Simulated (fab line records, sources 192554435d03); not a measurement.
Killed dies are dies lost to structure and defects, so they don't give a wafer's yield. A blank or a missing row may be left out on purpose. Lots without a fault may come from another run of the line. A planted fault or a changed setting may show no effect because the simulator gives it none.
fab line records | flow n5_finfet
record lots=7 wafers=21
route steps=1938 shown SD_EPI_P@295 SD_ACTIVATION@331 HKMG_FIN@403 GATE_CUT@493 MOL_CONTACT_COAG@584 BEOL_M0_SAQP@663
start_h: hours from the record's first day to the start of the lot's first wafer shown | wait_h: hours since the lot's step before | " the same as in the row above | L1.1+2: a row that stands for several wafers | - no value, or no start given | * or withheld: withheld | < > ~ a bound
route shown NAME@n: a module of which the file shows steps, and the number in the route of the first | usual: mean/standard deviation of fault-free wafers | same: alike in all rows | chamber/n: place in a boat | sites: the reading at each site | _std_site: their standard deviation | _edge_site: outer sites' mean less inner sites' | radius_mm: how far each site lies from the wafer's centre | mask NAME#n: copy n | behind: the tool/chamber that last shaped the wafer | hold: why the lot was held/for how many hours/how that ended | device: the transistor (n, p or np) that didn't switch | end of line: the same wafers' tests at the end of the route | a step without rows: its recipe alone | killed: dies lost to structure and defects at the first sort, not the wafer's yield | map: a wafer's dies, x killed, . not, _ none there
set.NAME: the setting as run; set.NAME@STEP: as run at that earlier step | model.NAME: the simulator's own value behind a step, which no gauge read
lots whose settings were changed on purpose; a table a step, a row a wafer
## steps
# step N5_SD_EPI_P_COAT_34
# recipe resist=SOC temp_c=250 time_s=60 spin_rpm=1500 resist_thk_nm=350
# columns lot.wafer tool chamber start_h wait_h set.spin_rpm model.SOC_of_SD_EPI_P_COAT_34.thk_nm
L075.2 litho_track-04 0 62.65 0.0 1500 350
L075.3 " 0 " " 1602 338.2
L075.5 " 0 " " 1602 337.8
L084.3 litho_track-01 0 116.61 0.0 1500 349.2
L084.5 " 0 " " 1500 349.8
L084.6 " 0 " " 1500 351
L085.1 litho_track-02 0 120.34 0.0 1355 368
L085.4 " 0 " " 1500 350
L085.6 " 0 " " 1500 348.8
L090.3 litho_track-01 0 152.09 0.0 1500 350.2
L090.4 " 0 " " 1500 349
L090.5 " 0 " " 1500 350
L092.1 litho_track-04 0 162.22 0.0 1500 351.6
L092.3 " 0 " " 1500 350.4
L092.4 " 0 " " 1500 351
L093.3 litho_track-01 0 169.71 0.0 1334 371.8
L093.4 " 0 " " 1500 349.8
L093.5 " 0 " " 1500 350.4
L096.2 litho_track-04 0 188.68 0.0 1500 350.2
L096.3 " 0 " " 1500 349.8
L096.5 " 0 " " 1407 360.4
# step N5_SD_EPI_P_EPI_21
# recipe material=SiGe:B dopant=B temp_c=550 pressure_torr=20 ambient=H2 time_s=355
# columns lot.wafer tool chamber start_h wait_h set.time_s model.SiGe-B_of_SD_EPI_P_EPI_21.thk_nm
L075.2 epi_rpcvd-01 0 64.82 0.5 311.2 55.8
L075.3 " 0 " " 355 61.2
L075.5 " 0 " " 355 60.4
L084.3 epi_rpcvd-02 0 119.05 0.8 355 60.2
L084.5 " 0 " " 355 61
L084.6 " 0 " " 355 59.8
L085.1+4 epi_rpcvd-03 0 122.02 0.1 355 60
L085.6 " 0 123.82 1.8 355 60.8
L090.3 epi_rpcvd-03 0 154.61 0.8 355 61.2
L090.4 " 0 " " 355 60.6
L090.5 " 0 " " 355 59.8
L092.1 epi_rpcvd-02 0 164.14 0.2 355 60.2
L092.3 " 0 " " 355 60.6
L092.4 " 0 " " 355 60.4
L093.3 epi_rpcvd-02 0 172.24 0.8 355 60
L093.4+5 " 0 " " 355 59.6
L096.2 epi_rpcvd-01 0 191.40 0.6 378 63.2
L096.3 " 0 " " 355 60.6
L096.5 " 0 " " 355 60.4
# step N5_SD_EPI_P_HM_STRIP_48
# recipe chemistry=H3PO4 temp_c=160 material=SiNx target=SiNx target_depth_a=30 overetch_fraction=0.3
# columns lot.wafer tool chamber start_h wait_h set.time_s@SD_EPI_P_EPI_21 model.SiGe-B_of_SD_EPI_P_EPI_21.thk_nm
L075.2 wet_bench-05 4 66.69 0.0 311.2 55.6
L075.3 " 0 " " 355 60.8
L075.5 " 2 " " 355 60.2
L084.3 wet_bench-06 6 120.56 0.0 355 59.8
L084.5 " 4 " " 355 60.8
L084.6 " 3 " " 355 59.4
L085.1 wet_bench-05 7 124.25 0.0 355 59.8
L085.4 " 0 " " 355 59.6
L085.6 " 3 " " 355 60.6
L090.3 wet_bench-06 6 156.12 0.0 355 60.8
L090.4 " 2 " " 355 60.2
L090.5 " 7 " " 355 59.6
L092.1 wet_bench-06 2 167.09 0.0 355 59.8
L092.3 " 7 " " 355 60.4
L092.4 " 6 " " 355 60.2
L093.3 wet_bench-05 0 173.75 0.0 355 59.8
L093.4+5 " 3,7 " " 355 59.2
L096.2 wet_bench-06 7 193.87 0.0 378 62.8
L096.3 " 2 " " 355 60.4
L096.5 " 0 " " 355 60
# step N5_SD_ACTIVATION_LSA_01
# recipe temp_c=1080 time_s=0.0008 ambient=N2
# usual wafer_temp_C_max=1085.5/1.2
# columns lot.wafer tool chamber start_h wait_h set.temp_c wafer_temp_C_max
L075.2 laser_anneal-01 0 67.10 0.2 1052 1057.6
L075.3 " 0 " " 1080 1085.9
L075.5 " 0 " " 1052 1057.0
L084.3 laser_anneal-01 0 120.99 0.2 1080 1085.9
L084.5 " 0 " " 1114 1119.7
L084.6 " 0 " " 1080 1086.0
L085.1 laser_anneal-02 0 124.98 0.2 1098 1102.9
L085.4 " 0 " " 1080 1083.8
L085.6 " 0 " " 1098 1103.7
L090.3 laser_anneal-01 0 156.64 0.2 1080 1084.9
L090.4 " 0 " " 1080 1085.6
L090.5 " 0 " " 1080 1087.8
L092.1 laser_anneal-01 0 167.46 0.2 1080 1087.8
L092.3 " 0 " " 1080 1086.0
L092.4 " 0 " " 1080 1086.4
L093.3 laser_anneal-02 0 174.18 0.2 1080 1085.1
L093.4 " 0 " " 1080 1086.1
L093.5 " 0 " " 1080 1085.0
L096.2 laser_anneal-01 0 194.27 0.2 1080 1086.3
L096.3 " 0 " " 1104 1111.3
L096.5 " 0 " " 1080 1086.1
# step N5_SD_ACTIVATION_RS_MEAS_03
# recipe thk_meas_gauge=four-point-probe
# usual RS_SD_N=21.86/0.25 RS_SD_P=56.4/0.96
# columns lot.wafer tool chamber start_h wait_h set.time_s@SD_EPI_P_EPI_21 set.temp_c@SD_ACTIVATION_LSA_01 RS_SD_N[ohm/sq] RS_SD_P[ohm/sq]
L075.2 film_metro-02 - 67.29 0.2 311.2 1052 25.04 61.7
L075.3 " - " " 355 1080 21.89 55.9
L075.5 " - " " 355 1052 24.79 56.0
L084.3 film_metro-01 - 121.17 0.2 355 1080 21.78 57.0
L084.5 " - " " 355 1114 18.41 56.7
L084.6 " - " " 355 1080 22.00 57.1
L085.1 film_metro-02 - 125.19 0.2 355 1098 20.10 55.2
L085.4 " - " " 355 1080 22.10 56.7
L085.6 " - " " 355 1098 20.07 54.8
L090.3 film_metro-01 - 156.83 0.2 355 1080 21.74 55.0
L090.4 " - " " 355 1080 21.98 56.2
L090.5 " - " " 355 1080 21.52 56.1
L092.1 film_metro-02 - 167.67 0.2 355 1080 21.70 56.3
L092.3 " - " " 355 1080 21.86 55.8
L092.4 " - " " 355 1080 21.85 56.3
L093.3 film_metro-02 - 174.37 0.2 355 1080 21.79 57.0
L093.4 " - " " 355 1080 21.79 57.1
L093.5 " - " " 355 1080 21.75 57.5
L096.2 film_metro-02 - 194.46 0.2 378 1080 21.86 54.9
L096.3 " - " " 355 1104 19.50 56.7
L096.5 " - " " 355 1080 21.88 57.0
# step N5_HKMG_FIN_ETCH_55
# recipe chemistry=N2/H2 target=SOC target_depth_a=2400 temp_c=40 time_s=300 ion_energy_ev=200 mask_material=SiARC pressure_mtorr=30 source_w=840 bias_w=150 n2_flow_sccm=200 h2_flow_sccm=200
# columns lot.wafer tool chamber start_h wait_h set.time_s model.HKMG_FIN.feature_depth_nm model.etch.depth_nm
L075.2 rie_diel-02 0 81.31 0.0 300 242.4 242.4
L075.3 " 2 " " 300 234 234.1
L075.5 " 2 " " 300 232.8 232.7
L084.3 rie_diel-05 0 133.94 0.0 269.4 227.4 227.4
L084.5 " 1 " " 269.4 207.6 207.6
L084.6 " 0 " " 269.4 223.8 223.9
L085.1 rie_diel-02 0 137.86 0.0 266 215.4 215.5
L085.4 " 2 " " 266 204.8 204.7
L085.6 " 0 " " 300 244.6 244.5
L090.3 rie_diel-06 3 170.49 0.0 300 234.6 234.6
L090.4 " 1 " " 300 237 237.1
L090.5 " 1 " " 300 236.2 236.1
L092.1 rie_diel-02 3 180.67 0.0 243.2 197.2 197.1
L092.3 " 1 " " 243.2 192.8 192.7
L092.4 " 2 " " 243.2 187.8 187.8
L093.3 rie_diel-05 3 187.70 0.0 253.3 200 200
L093.4 " 2 " " 300 233.2 233.3
L093.5 " 1 " " 300 233.6 233.6
L096.2 rie_diel-06 0 207.31 0.0 300 231.8 231.8
L096.3 " 1 " " 300 238.2 238.3
L096.5 " 0 " " 300 234.2 234.2
# step N5_GATE_CUT_ETCH_37
# recipe chemistry=N2/H2 target=SOC target_depth_a=600 overetch_a=120 mask_material=SiARC temp_c=40 time_s=90 ion_energy_ev=200 pressure_mtorr=30 source_w=840 bias_w=150 n2_flow_sccm=200 h2_flow_sccm=200
# usual rf_vpp_V=523.8/2.1
# columns lot.wafer tool chamber start_h wait_h set.bias_w rf_vpp_V model.SiARC_of_GATE_CUT_COAT_35.thk_nm
L075.2 rie_diel-04 1 93.85 0.0 150 527.2 6
L075.3 " 3 " " 150 520.2 6
L075.5 " 3 " " 128.4 474.6 6.6
L084.3 rie_diel-03 3 145.85 0.0 150 522.1 6
L084.5 " 0 " " 164.1 554.7 5.8
L084.6 " 3 " " 150 523.8 6
L085.1 rie_diel-04 1 150.31 0.0 150 527.4 6
L085.4 " 3 " " 129.9 477.1 6.6
L085.6 " 2 " " 129.9 477.2 6.6
L090.3 rie_diel-03 0 182.15 0.0 150 524.8 6.2
L090.4 " 2 " " 150 519.5 6.2
L090.5 " 0 " " 150 524.5 6.4
L092.1 rie_diel-04 1 193.85 0.0 150 526.1 6
L092.3 " 3 " " 160.1 544.9 5.6
L092.4 " 0 " " 160.1 547.3 5.8
L093.3 rie_diel-04 2 199.36 0.0 162.6 548.5 5.6
L093.4 " 0 " " 162.6 553.7 5.6
L093.5 " 1 " " 150 526.1 5.8
L096.2 rie_diel-04 3 218.84 0.0 169 561.0 5.2
L096.3 " 0 " " 150 527.1 6
L096.5 " 0 " " 150 526.6 6
# step N5_MOL_CONTACT_COAG_ETCHBACK_135
# recipe chemistry=CHF3 target=SiO2 target_depth_a=250 time_s=16.7 ion_energy_ev=200 pressure_mtorr=30 source_w=610 bias_w=170 Ar_flow_sccm=200 CHF3_flow_sccm=50
# columns lot.wafer tool chamber start_h wait_h set.time_s model.SOC_of_MOL_CONTACT_COAG_COAT_75.thk_nm
L075.2 rie_diel-02 1 108.90 0.0 16.7 57.2
L075.3 " 0 " " 16.7 57.4
L075.5 " 1 " " 16.7 57.6
L084.3+5+6 rie_diel-06 3,1,2 161.31 0.0 16.7 57.2
L085.1+4 rie_diel-02 3,0 163.54 0.0 18.75 56.8
L085.6 " 2 " " 16.7 57.2
L090.3+4+5 rie_diel-06 0,3,0 195.80 0.0 16.7 57.4
L092.1+4 rie_diel-05 3,0 213.17 0.0 13.13 58
L092.3 " 1 " " 16.7 57.4
L093.3 rie_diel-05 1 213.79 0.0 16.7 57.8
L093.4+5 " 0,1 " " 16.7 57.6
L096.2 rie_diel-05 2 232.31 0.0 16.7 57.2
L096.3 " 1 " " 13.86 57.6
L096.5 " 0 " " 13.86 57.4
# step N5_MOL_CONTACT_COAG_COAT_62
# recipe resist=SOC temp_c=250 time_s=60 spin_rpm=1500 resist_thk_nm=60
# columns lot.wafer tool chamber start_h wait_h set.spin_rpm model.SOC_of_MOL_CONTACT_COAG_COAT_62.thk_nm
L075.2 litho_track-02 0 109.31 0.0 1500 60.2
L075.3 " 0 " " 1645 57.2
L075.5 " 0 " " 1500 60
L084.3 litho_track-05 0 161.72 0.0 1350 63.4
L084.5+6 " 0 " " 1500 60.2
L085.1+6 litho_track-05 0 163.95 0.0 1573 58.4
L085.4 " 0 " " 1500 60
L090.3 litho_track-05 0 196.20 0.0 1500 60
L090.4+5 " 0 " " 1500 59.8
L092.1+4 litho_track-02 0 213.58 0.0 1379 62.4
L092.3 " 0 " " 1500 60
L093.3+4 litho_track-05 0 214.19 0.0 1500 60
L093.5 " 0 " " 1500 59.8
L096.2 litho_track-02 0 232.71 0.0 1449 61.2
L096.3 " 0 " " 1500 60
L096.5 " 0 " " 1449 61
# step N5_MOL_CONTACT_COAG_COAT_63
# recipe resist=SiARC temp_c=220 time_s=60 spin_rpm=1500 resist_thk_nm=10
# step N5_MOL_CONTACT_COAG_COAT_64
# recipe resist=underlayer temp_c=205 time_s=60 spin_rpm=1500 resist_thk_nm=10
# step N5_MOL_CONTACT_COAG_ALD_133
# recipe material=SiO2 target_thk_a=50 temp_c=100 ald_precursor_family=BDEAS ald_co_reactant=O2-plasma pulse_time_s=1 co_reactant_pulse_time_s=1 purge_time_s=2 co_reactant_purge_time_s=2 ald_cycles=35 pressure_torr=2
# step N5_MOL_CONTACT_COAG_ETCHBACK_134
# recipe chemistry=CHF3 target=SiO2 target_depth_a=100 time_s=6.7 ion_energy_ev=200 pressure_mtorr=30 source_w=610 bias_w=170 Ar_flow_sccm=200 CHF3_flow_sccm=50
# step N5_MOL_CONTACT_COAG_ETCH_67
# recipe chemistry=N2/H2 target=SOC target_depth_a=600 overetch_a=210 mask_material=SiARC temp_c=40 time_s=101.2 ion_energy_ev=200 pressure_mtorr=30 source_w=840 bias_w=150 n2_flow_sccm=200 h2_flow_sccm=200
# columns lot.wafer tool chamber start_h wait_h set.spin_rpm@MOL_CONTACT_COAG_COAT_62 model.etch.depth_nm
L075.2 rie_diel-06 0 110.08 0.0 1500 60.14
L075.3 " 2 " " 1645 57.25
L075.5 " 3 " " 1500 59.99
L084.3 rie_diel-05 2 162.77 0.0 1350 63.4
L084.5 " 3 " " 1500 60.14
L084.6 " 1 " " 1500 60.2
L085.1 rie_diel-05 3 165.12 0.0 1573 58.48
L085.4 " 2 " " 1500 60
L085.6 " 1 " " 1573 58.46
L090.3 rie_diel-06 2 197.20 0.0 1500 59.95
L090.4 " 0 " " 1500 59.81
L090.5 " 0 " " 1500 59.88
L092.1 rie_diel-02 2 214.65 0.0 1379 62.46
L092.3 " 0 " " 1500 59.95
L092.4 " 3 " " 1379 62.38
L093.3+4 rie_diel-06 2,0 215.31 0.0 1500 59.91
L093.5 " 1 " " 1500 59.89
L096.2 rie_diel-05 1 233.59 0.0 1449 61.25
L096.3 " 2 " " 1500 60.06
L096.5 " 0 " " 1449 61.08
# step N5_MOL_CONTACT_COAG_STRIP_68
# recipe chemistry=N2/H2 temp_c=40 n2_flow_sccm=200 h2_flow_sccm=200 rf_frequency_hz=6e+07
# step N5_MOL_CONTACT_COAG_STRIP_69
# recipe chemistry=N2/H2 temp_c=40 n2_flow_sccm=200 h2_flow_sccm=200 rf_frequency_hz=6e+07
# step N5_MOL_CONTACT_COAG_ETCHBACK_136
# recipe chemistry=CHF3 target=SiO2 target_depth_a=250 time_s=16.7 ion_energy_ev=200 pressure_mtorr=30 source_w=610 bias_w=170 Ar_flow_sccm=200 CHF3_flow_sccm=50
# step N5_MOL_CONTACT_COAG_STRIP_120
# recipe chemistry=CHF3 resist=SiARC rf_frequency_hz=6e+07
# step N5_MOL_CONTACT_COAG_VIA_ETCH_117
# recipe chemistry=C4F6/O2 target_depth_a=400 overetch_a=80 mask_material=SOC target=SiO2 bias_w=455 pressure_mtorr=10 time_s=26 source_w=325 Ar_flow_sccm=300 C4F6_flow_sccm=10 O2_flow_sccm=10 ion_energy_ev=575.3 ends=end_point
# columns lot.wafer tool chamber start_h wait_h set.spin_rpm@MOL_CONTACT_COAG_COAT_62 model.SOC_of_MOL_CONTACT_COAG_COAT_62.thk_nm
L075.2 rie_diel-06 0 110.21 0.0 1500 51.8
L075.3 " 2 " " 1645 49.2
L075.5 " 3 " " 1500 51.6
L084.3 rie_diel-05 2 162.89 0.0 1350 55
L084.5+6 " 3,1 " " 1500 51.8
L085.1+6 rie_diel-05 3,1 165.25 0.0 1573 50
L085.4 " 2 " " 1500 51.6
L090.3 rie_diel-06 2 197.32 0.0 1500 51.8
L090.4+5 " 0 " " 1500 51.6
L092.1 rie_diel-02 2 214.78 0.0 1379 54.2
L092.3 " 0 " " 1500 51.2
L092.4 " 3 " " 1379 53.8
L093.3 rie_diel-06 2 215.43 0.0 1500 51.8
L093.4 " 0 " " 1500 51.6
L093.5 " 1 " " 1500 51.4
L096.2 rie_diel-05 1 233.71 0.0 1449 52.8
L096.3 " 2 " " 1500 51.8
L096.5 " 0 " " 1449 52.4
# step N5_BEOL_M0_SAQP_SPACER1_ALD_98
# recipe material=SiO2 target_thk_a=128 temp_c=300 ald_precursor_family=BDEAS ald_co_reactant=O2-plasma pulse_time_s=1 purge_time_s=2 co_reactant_purge_time_s=2 ald_cycles=138 pressure_torr=2
# columns lot.wafer tool chamber start_h wait_h set.ald_cycles model.SiO2_of_BEOL_M0_SAQP_SPACER1_ALD_98.thk_nm
L075.2 ald_sin-03 3 118.82 0.5 138 12.8
L075.3 " 0 " " 138 13
L075.5 " 0 " " 153 14.2
L084.3 ald_sin-04 0 169.64 0.1 138 12.6
L084.5+6 " 3,2 " " 138 12.8
L085.1 ald_sin-04 3 174.12 1.5 138 12.6
L085.4 " 1 " " 138 12.8
L085.6 " 1 " " 153 14.2
L090.3+4 ald_sin-03 0,1 207.74 0.1 138 13
L090.5 " 2 " " 138 12.8
L092.1+3+4 ald_sin-02 1,0,2 221.72 0.4 138 12.8
L093.3 ald_sin-03 1 224.88 0.1 138 12.8
L093.4 " 3 " " 151 14.2
L093.5 " 3 " " 151 14
L096.2+3 ald_sin-04 1,2 240.75 0.3 149 13.8
L096.5 " 2 " " 138 12.8
# step N5_BEOL_M0_SAQP_SPACER1_ETCHBACK_99
# recipe chemistry=CHF3/O2 mode=anisotropic_etchback target=SiO2 target_depth_a=154 time_s=7.7 pressure_mtorr=30 source_w=650 bias_w=170 Ar_flow_sccm=200 CHF3_flow_sccm=50 O2_flow_sccm=5 ion_energy_ev=200
# step N5_BEOL_M0_SAQP_MANDREL1_REMOVE_100
# recipe chemistry=HBr/Cl2/O2 bt_time_s=10 target=a-Si stop_on=SiNx endpoint=OES-SiCl over_etch_frac=0.85 icp_w=600 bias_w=30 HBr_flow_sccm=150 Cl2_flow_sccm=80 O2_flow_sccm=5 pressure_mtorr=10
# columns lot.wafer tool chamber start_h wait_h set.ald_cycles@BEOL_M0_SAQP_SPACER1_ALD_98 model.BEOL_M0_SAQP.cd_nm
L075.2 rie_si-05 0 119.38 0.1 138 13
L075.3 " 3 " " 138 12.8
L075.5 " 2 " " 153 14.2
L084.3+6 rie_si-02 1 170.20 0.1 138 12.8
L084.5 " 0 " " 138 12.6
L085.1+4 rie_si-06 1,0 174.90 0.1 138 12.8
L085.6 " 1 " " 153 14.4
L090.3+4+5 rie_si-06 3,1,2 208.38 0.1 138 13
L092.1 rie_si-02 0 222.28 0.1 138 12.8
L092.3+4 " 1,2 " " 138 13
L093.3 rie_si-05 3 225.44 0.1 138 12.8
L093.4 " 1 " " 151 14
L093.5 " 0 " " 151 14.2
L096.2 rie_si-02 3 241.31 0.1 149 13.6
L096.3 " 1 " " 149 13.8
L096.5 " 1 " " 138 12.8
# step N5_BEOL_M0_SAQP_CD_MEAS_25
# recipe target_cd_nm=13.1 landing_energy_ev=1000 detector=se_inlens
# usual cd_nm=12.87/0.24
# columns lot.wafer tool chamber start_h wait_h set.ald_cycles@BEOL_M0_SAQP_SPACER1_ALD_98 cd_nm
L075.2 cd_sem-03 0 119.49 0.1 138 12.91
L075.3 " 0 " " 138 12.70
L075.5 " 0 " " 153 13.93
L084.3 cd_sem-03 0 170.32 0.1 138 12.86
L084.5 " 0 " " 138 12.80
L084.6 " 0 " " 138 12.94
L085.1 cd_sem-02 0 175.01 0.1 138 13.05
L085.4 " 0 " " 138 12.82
L085.6 " 0 " " 153 14.53
L090.3 cd_sem-01 0 208.49 0.1 138 12.88
L090.4 " 0 " " 138 13.03
L090.5 " 0 " " 138 12.95
L092.1 cd_sem-03 0 222.39 0.1 138 12.78
L092.3 " 0 " " 138 13.10
L092.4 " 0 " " 138 13.06
L093.3 cd_sem-01 0 225.55 0.1 138 12.98
L093.4 " 0 " " 151 14.05
L093.5 " 0 " " 151 14.38
L096.2 cd_sem-01 0 241.43 0.1 149 13.79
L096.3 " 0 " " 149 13.77
L096.5 " 0 " " 138 12.87
# step N5_BEOL_M0_SAQP_COAT_105
# recipe resist=SOC temp_c=250 time_s=60 spin_rpm=1500 resist_thk_nm=100
# columns lot.wafer tool chamber start_h wait_h set.spin_rpm model.SOC_of_BEOL_M0_SAQP_COAT_105.thk_nm
L075.2 litho_track-01 0 120.29 0.3 1500 100.6
L075.3+5 " 0 " " 1457 101.8
L084.3 litho_track-04 0 171.06 0.2 1500 99.8
L084.5 " 0 " " 1601 96.6
L084.6 " 0 " " 1500 100.2
L085.1 litho_track-04 0 175.75 0.3 1567 98
L085.4+6 " 0 " " 1500 100.2
L090.3+4 litho_track-04 0 210.26 0.2 1500 100
L090.5 " 0 " " 1500 100.2
L092.1 litho_track-02 0 223.13 0.3 1369 105
L092.3 " 0 " " 1369 104.6
L092.4 " 0 " " 1500 100
L093.3+5 litho_track-04 0 226.20 0.2 1500 99.6
L093.4 " 0 " " 1500 99.8
L096.2 litho_track-02 0 242.14 0.3 1500 100
L096.3 " 0 " " 1500 100.2
L096.5 " 0 " " 1413 103.4
## key
split step=N5_SD_EPI_P_COAT_34 setting=spin_rpm stated=1500 by=wafer
response step=N5_SD_EPI_P_COAT_34 reading=model.SOC_of_SD_EPI_P_COAT_34.thk_nm change=-1.88 per=1% r=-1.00
split step=N5_SD_EPI_P_EPI_21 setting=time_s stated=355 by=wafer
response step=N5_SD_EPI_P_EPI_21 reading=model.SiGe-B_of_SD_EPI_P_EPI_21.thk_nm change=+0.408 per=1% r=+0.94
response step=N5_SD_EPI_P_HM_STRIP_48 reading=model.SiGe-B_of_SD_EPI_P_EPI_21.thk_nm change=+0.398 per=1% r=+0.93
response step=N5_SD_ACTIVATION_RS_MEAS_03 reading=RS_SD_P change=-0.432 per=1% r=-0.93
split step=N5_SD_ACTIVATION_LSA_01 setting=temp_c stated=1080 by=wafer
response step=N5_SD_ACTIVATION_LSA_01 reading=wafer_temp_C_max change=* per=1% r=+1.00
response step=N5_SD_ACTIVATION_RS_MEAS_03 reading=RS_SD_N change=-1.13 per=1% r=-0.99
split step=N5_HKMG_FIN_ETCH_55 setting=time_s stated=300 by=wafer
response step=N5_HKMG_FIN_ETCH_55 reading=model.HKMG_FIN.feature_depth_nm change=+2.46 per=1% r=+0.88
response step=N5_HKMG_FIN_ETCH_55 reading=model.etch.depth_nm change=+2.45 per=1% r=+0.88
split step=N5_GATE_CUT_ETCH_37 setting=bias_w stated=150 by=wafer
response step=N5_GATE_CUT_ETCH_37 reading=rf_vpp_V change=+3.27 per=1% r=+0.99
response step=N5_GATE_CUT_ETCH_37 reading=model.SiARC_of_GATE_CUT_COAT_35.thk_nm change=-0.0431 per=1% r=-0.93
split step=N5_MOL_CONTACT_COAG_ETCHBACK_135 setting=time_s stated=16.7 by=wafer
response step=N5_MOL_CONTACT_COAG_ETCHBACK_135 reading=model.SOC_of_MOL_CONTACT_COAG_COAT_75.thk_nm change=-0.0255 per=1% r=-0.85
split step=N5_MOL_CONTACT_COAG_COAT_62 setting=spin_rpm stated=1500 by=wafer
response step=N5_MOL_CONTACT_COAG_COAT_62 reading=model.SOC_of_MOL_CONTACT_COAG_COAT_62.thk_nm change=-0.31 per=1% r=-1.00
response step=N5_MOL_CONTACT_COAG_ETCH_67 reading=model.etch.depth_nm change=-0.309 per=1% r=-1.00
response step=N5_MOL_CONTACT_COAG_VIA_ETCH_117 reading=model.SOC_of_MOL_CONTACT_COAG_COAT_62.thk_nm change=-0.304 per=1% r=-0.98
split step=N5_BEOL_M0_SAQP_SPACER1_ALD_98 setting=ald_cycles stated=138 by=wafer
response step=N5_BEOL_M0_SAQP_SPACER1_ALD_98 reading=model.SiO2_of_BEOL_M0_SAQP_SPACER1_ALD_98.thk_nm change=+0.13 per=1% r=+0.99
response step=N5_BEOL_M0_SAQP_MANDREL1_REMOVE_100 reading=model.BEOL_M0_SAQP.cd_nm change=+0.131 per=1% r=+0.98
response step=N5_BEOL_M0_SAQP_CD_MEAS_25 reading=cd_nm change=+0.124 per=1% r=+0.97
split step=N5_BEOL_M0_SAQP_COAT_105 setting=spin_rpm stated=1500 by=wafer
response step=N5_BEOL_M0_SAQP_COAT_105 reading=model.SOC_of_BEOL_M0_SAQP_COAT_105.thk_nm change=-0.53 per=1% r=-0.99
